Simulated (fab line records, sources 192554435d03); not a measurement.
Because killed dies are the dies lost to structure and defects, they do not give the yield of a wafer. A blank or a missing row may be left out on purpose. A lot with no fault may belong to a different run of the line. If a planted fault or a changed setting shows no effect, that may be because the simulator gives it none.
Chamber matching + flow n5-finfet + rie-diel-06 running N5_MOL_CONTACT_COAG_VIA_ETCH_117: 4 sister chambers
The step etches SiO2 in C4F6/O2, target depth 40 nm, overetch 8 nm, time 26 s. 4 wafers are shown with their chamber, then 7 later ones without.

## WAFERS, EACH WITH ITS CHAMBER
| wafer  | chamber | rf-vpp-V (V) |
|--------|---------|--------------|
| L079.3 | 3       | 1585         |
| L087.2 | 1       | 1577         |
| L091.1 | 0       | 1610         |
| L091.3 | 2       | 1609         |

## WAFERS WITH NO CHAMBER GIVEN
| wafer  | rf-vpp-V (V) |
|--------|--------------|
| L091.6 | 1583         |
| L092.1 | 1610         |
| L092.2 | 1608         |
| L092.4 | 1584         |
| L096.4 | 1576         |
| L096.5 | 1583         |
| L096.6 | 1610         |

## THE CHAMBER EACH PASSED THROUGH
| wafer  | from the rows above     | in truth |
|--------|-------------------------|----------|
| L091.6 | 3                       | 3        |
| L092.1 | can't be placed: 0 or 2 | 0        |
| L092.2 | can't be placed: 2 or 0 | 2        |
| L092.4 | 3                       | 3        |
| L096.4 | 1                       | 1        |
| L096.5 | 3                       | 3        |
| L096.6 | can't be placed: 0 or 2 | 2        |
4 of 7 placed correctly. Not placeable from these rows: 3 (in 3, the candidates include the true chamber). Wrongly placed: 0.
How it was worked out, from the rows above alone: a wafer's distance from a chamber is the root of the sum, over the readings, of the square of ((its reading less the chamber's mean) divided by the reading's scatter). The wafer belongs to the nearest chamber; if the next one is less than 2 further off, it can't be placed. The mean given for a chamber averages the wafers shown for that chamber. The scatter: with one shown wafer a chamber, the root of the mean of the squares of how far each hidden wafer lies from its nearest shown one.
